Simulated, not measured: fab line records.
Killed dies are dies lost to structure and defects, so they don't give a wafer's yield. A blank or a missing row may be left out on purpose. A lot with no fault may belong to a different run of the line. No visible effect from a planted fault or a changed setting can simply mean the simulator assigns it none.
fab line records + flow nand_harc
record
- lots=13
- wafers=39
- last_day=24
route steps=1159 shown P_GATE@175 P_CONTACT@230
lots with no fault: from the same line, run without faults
start_h: start of the lot's first displayed wafer, in hours after the record's first day + wait_h: hours since the lot's step before + " unchanged from the row above + L1.1+2: one row covering several wafers at once + - no value, or no start was given + * or withheld: withheld + < > ~ a bound
route shown NAME@n: names a module that has steps shown in the file, with the first one's number in the route + usual: average and standard deviation across the fault-free wafers + same: alike in all rows + chamber/n: place in a boat + sites: the reading at each site + _std_site: their standard deviation + _edge_site: mean of outer sites minus mean of inner sites + radius_mm: how far each site lies from the wafer's centre + mask NAME#n: copy n + behind: the most recent tool/chamber to have shaped the wafer + hold: reason for holding the lot/hours on hold/outcome of the hold + device: the n, p or np transistor that did not switch + end of line: the route-end tests of the same wafers + a step with no rows: only its recipe + killed: the dies lost at the first sort to structure and to defects; this is not the yield of the wafer + map: a wafer's dies, marking killed ones x, the rest . and places with no die _
set.NAME: setting as actually run; set.NAME@STEP: the setting as run at that earlier step + model.NAME: the simulator's own value behind a step, which no gauge read
the route's steps for a sample of lots (tables are steps, rows are wafers)
services: when a tool's chamber went out of use (start_h, in hours from the record's first day, below 0 if earlier), for how many hours, and the reason
## steps
# step NHARC_P_GATE_STRIP_75
# recipe
- power_w=1500
- temp_c=250
- chemistry=O2
# usual
- drypump_motor_current_A=5.66/0.27
- heater_power_w=319/17
| lot.wafer | tool            | chamber | start_h | wait_h | drypump_motor_current_A | heater_power_w | rf_hours_counter_h |
|-----------|-----------------|---------|---------|--------|-------------------------|----------------|--------------------|
| L468.2    | plasma_asher-01 | 1       | 110.76  | 0.2    | 5.47                    | 310            | 1                  |
| L468.3    | "               | 1       | "       | "      | 5.47                    | 305            | -                  |
| L468.5    | "               | 0       | "       | "      | 5.42                    | 334            | -                  |
| L469.1    | plasma_asher-02 | 1       | 110.98  | 0.2    | 6.12                    | 314            | 35                 |
| L469.3    | "               | 0       | "       | "      | 5.67                    | 299            | -                  |
| L469.6    | "               | 0       | "       | "      | 5.69                    | 297            | -                  |
| L470.2    | plasma_asher-01 | 1       | 115.71  | 0.3    | 5.51                    | 313            | 4                  |
| L470.3    | "               | 1       | "       | "      | 5.48                    | 308            | -                  |
| L470.4    | "               | 0       | "       | "      | 5.44                    | 335            | -                  |
| L472.1    | plasma_asher-02 | 1       | 123.46  | 0.3    | 6.12                    | 305            | 39                 |
| L472.4    | "               | 1       | "       | "      | 6.13                    | 306            | -                  |
| L472.5    | "               | 0       | "       | "      | 5.70                    | 298            | -                  |
| L471.3    | plasma_asher-01 | 1       | 123.78  | 0.2    | 5.48                    | 310            | -                  |
| L471.6    | "               | 1       | "       | "      | 5.47                    | 309            | -                  |
| L471.5    | "               | 0       | "       | "      | 5.42                    | 339            | -                  |
| L473.4    | plasma_asher-01 | 1       | 131.55  | 0.2    | 5.45                    | 304            | -                  |
| L473.5    | "               | 1       | "       | "      | 5.48                    | 314            | -                  |
| L473.6    | "               | 0       | "       | "      | 5.42                    | 336            | -                  |
| L475.2    | plasma_asher-02 | 0       | 146.44  | 0.2    | 5.69                    | 297            | 46                 |
| L475.5    | "               | 1       | "       | "      | 6.13                    | 309            | -                  |
| L475.6    | "               | 0       | "       | "      | 5.71                    | 298            | -                  |
| L482.1    | plasma_asher-02 | 1       | 177.44  | 0.3    | 6.10                    | 315            | 57                 |
| L482.4    | "               | 1       | "       | "      | 6.12                    | 315            | -                  |
| L482.5    | "               | 0       | "       | "      | 5.68                    | 300            | -                  |
| L480.1    | plasma_asher-02 | 1       | 180.58  | 0.2    | 6.12                    | 309            | 58                 |
| L480.6    | "               | 0       | "       | "      | 5.73                    | 298            | -                  |
| L480.5    | "               | 1       | "       | "      | 6.12                    | 309            | -                  |
| L484.1    | plasma_asher-02 | 0       | 199.29  | 0.2    | 5.70                    | 311            | 2                  |
| L484.3    | "               | 1       | "       | "      | 6.11                    | 327            | -                  |
| L484.5    | "               | 0       | "       | "      | 5.72                    | 305            | -                  |
| L488.1    | plasma_asher-02 | 0       | 217.81  | 0.2    | 5.68                    | 315            | 8                  |
| L488.3    | "               | 0       | "       | "      | 5.71                    | 309            | -                  |
| L488.6    | "               | 0       | "       | "      | 5.72                    | 310            | -                  |
| L489.4    | plasma_asher-01 | 1       | 230.73  | 0.2    | 5.49                    | 308            | -                  |
| L489.6    | "               | 1       | "       | "      | 5.49                    | 317            | -                  |
| L489.5    | "               | 0       | "       | "      | 5.41                    | 345            | -                  |
| L490.1    | plasma_asher-02 | 1       | 231.02  | 0.2    | 6.14                    | 328            | 13                 |
| L490.2    | "               | 0       | "       | "      | 5.72                    | 308            | 13                 |
| L490.5    | "               | 1       | "       | "      | 6.14                    | 343            | -                  |
# step NHARC_P_GATE_STRIP_113
# recipe
- power_w=1500
- temp_c=110
- time_s=740
- chemistry=N2/H2
# usual
- drypump_motor_current_A=5.64/0.27
- heater_power_w=85/4.7
| lot.wafer | tool            | chamber | start_h | wait_h | drypump_motor_current_A | heater_power_w | rf_hours_counter_h |
|-----------|-----------------|---------|---------|--------|-------------------------|----------------|--------------------|
| L468.2    | plasma_asher-01 | 1       | 113.93  | 0.3    | 5.47                    | 82             | 2                  |
| L468.3    | "               | 1       | "       | "      | 5.49                    | 83             | -                  |
| L468.5    | "               | 1       | "       | "      | 5.52                    | 83             | -                  |
| L469.1    | plasma_asher-02 | 0       | 114.14  | 0.2    | 5.69                    | 81             | 36                 |
| L469.3    | "               | 0       | "       | "      | 5.70                    | 77             | -                  |
| L469.6    | "               | 0       | "       | "      | 5.71                    | 79             | -                  |
| L470.2    | plasma_asher-01 | 1       | 118.77  | 0.3    | 5.45                    | 81             | 5                  |
| L470.4    | "               | 0       | "       | "      | 5.42                    | 90             | -                  |
| L470.3    | "               | 1       | "       | "      | 5.46                    | 84             | -                  |
| L472.1    | plasma_asher-01 | 0       | 126.52  | 0.2    | 5.43                    | 92             | 7                  |
| L472.4    | "               | 0       | "       | "      | 5.43                    | 94             | -                  |
| L472.5    | "               | 1       | "       | "      | 5.49                    | 82             | -                  |
| L471.3    | plasma_asher-02 | 0       | 127.30  | 0.5    | 5.70                    | 80             | -                  |
| L471.6    | "               | 1       | "       | "      | 6.11                    | 83             | -                  |
| L471.5    | "               | 0       | "       | "      | 5.72                    | 80             | -                  |
| L473.4    | plasma_asher-01 | 1       | 134.81  | 0.5    | 5.47                    | 81             | -                  |
| L473.6    | "               | 0       | "       | "      | 5.44                    | 93             | -                  |
| L473.5    | "               | 1       | "       | "      | 5.48                    | 83             | -                  |
| L475.2    | plasma_asher-02 | 1       | 149.52  | 0.2    | 6.13                    | 80             | 47                 |
| L475.6    | "               | 1       | "       | "      | 6.13                    | 83             | -                  |
| L475.5    | "               | 0       | "       | "      | 5.72                    | 78             | -                  |
| L482.1    | plasma_asher-02 | 1       | 180.79  | 0.2    | 6.12                    | 83             | 58                 |
| L482.4    | "               | 1       | "       | "      | 6.14                    | 85             | -                  |
| L482.5    | "               | 0       | "       | "      | 5.73                    | 80             | -                  |
| L480.1    | plasma_asher-01 | 1       | 184.02  | 0.5    | 5.48                    | 83             | 26                 |
| L480.6    | "               | 0       | "       | "      | 5.40                    | 90             | -                  |
| L480.5    | "               | 1       | "       | "      | 5.49                    | 83             | -                  |
| L484.1    | plasma_asher-02 | 0       | 202.47  | 0.2    | 5.70                    | 85             | 3                  |
| L484.3    | "               | 1       | "       | "      | 6.12                    | 90             | -                  |
| L484.5    | "               | 0       | "       | "      | 5.72                    | 84             | -                  |
| L488.1    | plasma_asher-01 | 0       | 220.97  | 0.2    | 5.42                    | 91             | 40                 |
| L488.3    | "               | 1       | "       | "      | 5.51                    | 83             | -                  |
| L488.6    | "               | 0       | "       | "      | 5.43                    | 90             | -                  |
| L490.1    | plasma_asher-01 | 1       | 234.10  | 0.2    | 5.49                    | 85             | 45                 |
| L490.2    | "               | 0       | "       | "      | 5.40                    | 93             | 45                 |
| L490.5    | "               | 0       | "       | "      | 5.41                    | 93             | -                  |
| L489.4    | plasma_asher-02 | 0       | 234.13  | 0.3    | 5.72                    | 80             | -                  |
| L489.6    | "               | 0       | "       | "      | 5.75                    | 83             | -                  |
| L489.5    | "               | 1       | "       | "      | 6.12                    | 88             | -                  |
# step NHARC_P_CONTACT_PEB_10
# recipe
- peb_temp_c=100
- peb_time_s=65
# usual
- heater_power_total_W=156.6/0.43
| lot.wafer | tool           | chamber | start_h | wait_h | heater_power_total_W |
|-----------|----------------|---------|---------|--------|----------------------|
| L469.1    | litho_track-01 | 0       | 118.58  | 0.1    | 156.6                |
| L469.3    | "              | 0       | "       | "      | 157.0                |
| L469.6    | "              | 0       | "       | "      | 156.8                |
| L468.2    | litho_track-01 | 0       | 119.18  | 0.1    | 156.4                |
| L468.3    | "              | 0       | "       | "      | 156.2                |
| L468.5    | "              | 0       | "       | "      | 156.7                |
| L470.2    | litho_track-01 | 0       | 123.29  | 0.1    | 156.6                |
| L470.3    | "              | 0       | "       | "      | 156.1                |
| L470.4    | "              | 0       | "       | "      | 156.0                |
| L472.1    | litho_track-01 | 0       | 130.62  | 0.1    | 157.1                |
| L472.4    | "              | 0       | "       | "      | 157.0                |
| L472.5    | "              | 0       | "       | "      | 156.4                |
| L471.3    | litho_track-01 | 0       | 131.09  | 0.0    | 156.0                |
| L471.5    | "              | 0       | "       | "      | 157.1                |
| L471.6    | "              | 0       | "       | "      | 156.3                |
| L473.4    | litho_track-04 | 0       | 138.52  | 0.0    | 156.2                |
| L473.5    | "              | 0       | "       | "      | 156.2                |
| L473.6    | "              | 0       | "       | "      | 156.9                |
| L475.2    | litho_track-06 | 0       | 153.75  | 0.1    | 157.2                |
| L475.5    | "              | 0       | "       | "      | 157.0                |
| L475.6    | "              | 0       | "       | "      | 157.1                |
| L482.1    | litho_track-04 | 0       | 184.99  | 0.1    | 157.1                |
| L482.4    | "              | 0       | "       | "      | 156.4                |
| L482.5    | "              | 0       | "       | "      | 156.7                |
| L480.1    | litho_track-01 | 0       | 188.05  | 0.1    | 157.1                |
| L480.5    | "              | 0       | "       | "      | 156.8                |
| L480.6    | "              | 0       | "       | "      | 157.2                |
| L484.1    | litho_track-06 | 0       | 206.56  | 0.1    | 157.2                |
| L484.3    | "              | 0       | "       | "      | 157.1                |
| L484.5    | "              | 0       | "       | "      | 157.2                |
| L488.1    | litho_track-06 | 0       | 225.42  | 0.1    | 156.8                |
| L488.3    | "              | 0       | "       | "      | 156.3                |
| L488.6    | "              | 0       | "       | "      | 156.9                |
| L489.4    | litho_track-04 | 0       | 238.05  | 0.0    | 156.1                |
| L489.5    | "              | 0       | "       | "      | 157.0                |
| L489.6    | "              | 0       | "       | "      | 157.2                |
| L490.1    | litho_track-06 | 0       | 238.21  | 0.1    | 156.8                |
| L490.2    | "              | 0       | "       | "      | 155.9                |
| L490.5    | "              | 0       | "       | "      | 156.5                |
# step NHARC_P_CONTACT_CD_MEAS_12
# recipe
- target_cd_nm=90
- landing_energy_ev=500
# usual
- cd_nm=90.0/0.93
# same
- landing_energy_ev=500
| lot.wafer | tool      | chamber | start_h | wait_h | cd_nm |
|-----------|-----------|---------|---------|--------|-------|
| L469.1    | cd_sem-02 | 0       | 118.66  | -      | 89.9  |
| L469.3    | "         | 0       | "       | "      | 90.7  |
| L469.6    | "         | 0       | "       | "      | 89.9  |
| L468.2    | cd_sem-01 | 0       | 119.26  | -      | 88.9  |
| L468.3    | "         | 0       | "       | "      | 90.5  |
| L468.5    | "         | 0       | "       | "      | 90.1  |
| L470.2    | cd_sem-02 | 0       | 123.37  | -      | 88.1  |
| L470.3    | "         | 0       | "       | "      | 89.7  |
| L470.4    | "         | 0       | "       | "      | 89.4  |
| L472.1    | cd_sem-03 | 0       | 130.70  | -      | 90.5  |
| L472.4    | "         | 0       | "       | "      | 89.2  |
| L472.5    | "         | 0       | "       | "      | 90.4  |
| L471.3    | cd_sem-01 | 0       | 131.17  | -      | 89.7  |
| L471.5    | "         | 0       | "       | "      | 89.0  |
| L471.6    | "         | 0       | "       | "      | 88.8  |
| L473.4    | cd_sem-03 | 0       | 138.61  | -      | 90.4  |
| L473.5    | "         | 0       | "       | "      | 89.5  |
| L473.6    | "         | 0       | "       | "      | 89.3  |
| L475.2    | cd_sem-01 | 0       | 153.83  | -      | 91.9  |
| L475.5    | "         | 0       | "       | "      | 92.2  |
| L475.6    | "         | 0       | "       | "      | 90.3  |
| L482.1    | cd_sem-01 | 0       | 185.07  | -      | 89.3  |
| L482.4    | "         | 0       | "       | "      | 90.5  |
| L482.5    | "         | 0       | "       | "      | 88.9  |
| L480.1    | cd_sem-02 | 0       | 188.13  | -      | 111.7 |
| L480.5    | "         | 0       | "       | "      | 89.5  |
| L480.6    | "         | 0       | "       | "      | 89.0  |
| L484.1    | cd_sem-01 | 0       | 206.63  | -      | 90.0  |
| L484.3    | "         | 0       | "       | "      | 92.5  |
| L484.5    | "         | 0       | "       | "      | 92.1  |
| L488.1    | cd_sem-01 | 0       | 225.50  | -      | 91.3  |
| L488.3    | "         | 0       | "       | "      | 91.0  |
| L488.6    | "         | 0       | "       | "      | 92.5  |
| L489.4    | cd_sem-02 | 0       | 238.14  | -      | 88.3  |
| L489.5    | "         | 0       | "       | "      | 90.6  |
| L489.6    | "         | 0       | "       | "      | 90.1  |
| L490.1    | cd_sem-01 | 0       | 238.29  | -      | 91.4  |
| L490.2    | "         | 0       | "       | "      | 90.4  |
| L490.5    | "         | 0       | "       | "      | 91.0  |
# step NHARC_P_CONTACT_OVL_MEAS_13
# usual
- overlay_x_nm=0.4/0.9
- overlay_y_nm=0.1/0.71
| lot.wafer | tool       | chamber | start_h | wait_h | overlay_x_nm | overlay_y_nm |
|-----------|------------|---------|---------|--------|--------------|--------------|
| L469.1    | overlay-01 | -       | 118.75  | -      | 1.3          | -0.3         |
| L469.3    | "          | -       | "       | "      | 0.4          | -0.8         |
| L469.6    | "          | -       | "       | "      | 0.6          | 0.1          |
| L468.2    | overlay-01 | -       | 119.34  | -      | 0.2          | 0.3          |
| L468.3    | "          | -       | "       | "      | 0.7          | -0.1         |
| L468.5    | "          | -       | "       | "      | 0.8          | -0.3         |
| L470.2    | overlay-01 | -       | 123.45  | -      | 1.0          | 0.7          |
| L470.3    | "          | -       | "       | "      | 0.9          | 0.7          |
| L470.4    | "          | -       | "       | "      | 1.7          | 0.5          |
| L472.1    | overlay-02 | -       | 130.79  | -      | 0.9          | -0.1         |
| L472.4    | "          | -       | "       | "      | 1.0          | 0.5          |
| L472.5    | "          | -       | "       | "      | 0.8          | 0.0          |
| L471.3    | overlay-01 | -       | 131.26  | -      | 0.0          | -0.2         |
| L471.5    | "          | -       | "       | "      | 0.4          | -0.1         |
| L471.6    | "          | -       | "       | "      | 0.6          | -0.5         |
| L473.4    | overlay-01 | -       | 138.69  | -      | -0.4         | 1.0          |
| L473.5    | "          | -       | "       | "      | -0.3         | 0.8          |
| L473.6    | "          | -       | "       | "      | -0.3         | 1.0          |
| L475.2    | overlay-02 | -       | 153.91  | -      | -0.2         | 0.9          |
| L475.5    | "          | -       | "       | "      | -0.3         | 1.3          |
| L475.6    | "          | -       | "       | "      | -0.6         | 1.6          |
| L482.1    | overlay-02 | -       | 185.16  | -      | 1.6          | -1.1         |
| L482.4    | "          | -       | "       | "      | 1.4          | -1.5         |
| L482.5    | "          | -       | "       | "      | 1.1          | -1.0         |
| L480.1    | overlay-02 | -       | 188.22  | -      | -2.3         | 0.1          |
| L480.5    | "          | -       | "       | "      | -1.9         | 0.1          |
| L480.6    | "          | -       | "       | "      | -2.0         | -0.3         |
| L484.1    | overlay-01 | -       | 206.72  | -      | 1.9          | -0.1         |
| L484.3    | "          | -       | "       | "      | 1.4          | -0.3         |
| L484.5    | "          | -       | "       | "      | 2.2          | 0.1          |
| L488.1    | overlay-02 | -       | 225.59  | -      | 0.4          | -0.8         |
| L488.3    | "          | -       | "       | "      | 0.4          | -0.6         |
| L488.6    | "          | -       | "       | "      | 0.5          | -0.6         |
| L489.4    | overlay-02 | -       | 238.23  | -      | 1.5          | -0.2         |
| L489.5    | "          | -       | "       | "      | 1.3          | -0.3         |
| L489.6    | "          | -       | "       | "      | 1.2          | 0.3          |
| L490.1    | overlay-01 | -       | 238.38  | -      | 1.8          | -0.5         |
| L490.2    | "          | -       | "       | "      | 1.4          | -0.1         |
| L490.5    | "          | -       | "       | "      | 1.7          | -0.4         |
## services
| tool            | chamber | start_h | hours | kind                      |
|-----------------|---------|---------|-------|---------------------------|
| litho_track-01  | -       | 93.00   | 7.0   | pm                        |
| plasma_asher-01 | -       | 99.00   | 9.0   | pm                        |
| plasma_asher-01 | 0       | 99.00   | 9.0   | vent_cycle                |
| plasma_asher-01 | 1       | 99.00   | 9.0   | vent_cycle                |
| litho_track-01  | -       | 101.71  | -     | consumable_replace:filter |
| litho_track-01  | -       | 106.17  | -     | consumable_replace:filter |
| plasma_asher-01 | 0       | 108.00  | -     | clean                     |
| plasma_asher-01 | 1       | 108.00  | -     | clean                     |
| litho_track-06  | -       | 117.00  | 7.0   | pm                        |
| litho_track-01  | -       | 127.77  | -     | consumable_replace:filter |
| litho_track-04  | -       | 141.00  | 7.0   | pm                        |
| plasma_asher-02 | -       | 183.00  | 9.0   | pm                        |
| plasma_asher-02 | 0       | 183.00  | 9.0   | vent_cycle                |
| plasma_asher-02 | 1       | 183.00  | 9.0   | vent_cycle                |
| plasma_asher-02 | 0       | 192.00  | -     | clean                     |
| plasma_asher-02 | 1       | 192.00  | -     | clean                     |
## key
first_sign
- step=NHARC_P_CONTACT_CD_MEAS_12
- reading=cd_nm
- direction=up
- sigmas=23
- usual=90.0
- struck=111.7
effect none on later readings
met_at NHARC_P_CONTACT_PEB_10
struck_lots L480
struck_wafers L480.1
later_rows_left_out L480.1
sort_left_out L480.1
tester_left_out L480
not_acting_at NHARC_P_GATE_STRIP_75,NHARC_P_GATE_STRIP_113,NHARC_P_CONTACT_OVL_MEAS_13
onset_between 131.09 188.05
fault
- kind=process_parameter_drift
- tool=litho_track-01
- chamber=-
- onset_h=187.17
- steps=NHARC_P_CONTACT_PEB_10
- channel=peb_time_s
- offset=*
- shape=step
- end_h=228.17
- scope=struck_wafers_only
- acts_in=*
- stated=*
# tester_left_out: of these lots the tester's yield and bins aren't shown, on N5 and GAA mostly nor the transistor test; their killed dies are dies lost to structure and defects alone, not to doping, threshold or leakage, so they don't give the yield
# sort_left_out: the simulated sort isn't trusted on such a fault, so these wafers' sort isn't shown, and their yield isn't known
# later_rows_left_out: the simulator's readings of these wafers behind a module that went badly wrong aren't trusted and aren't shown, but for the sort
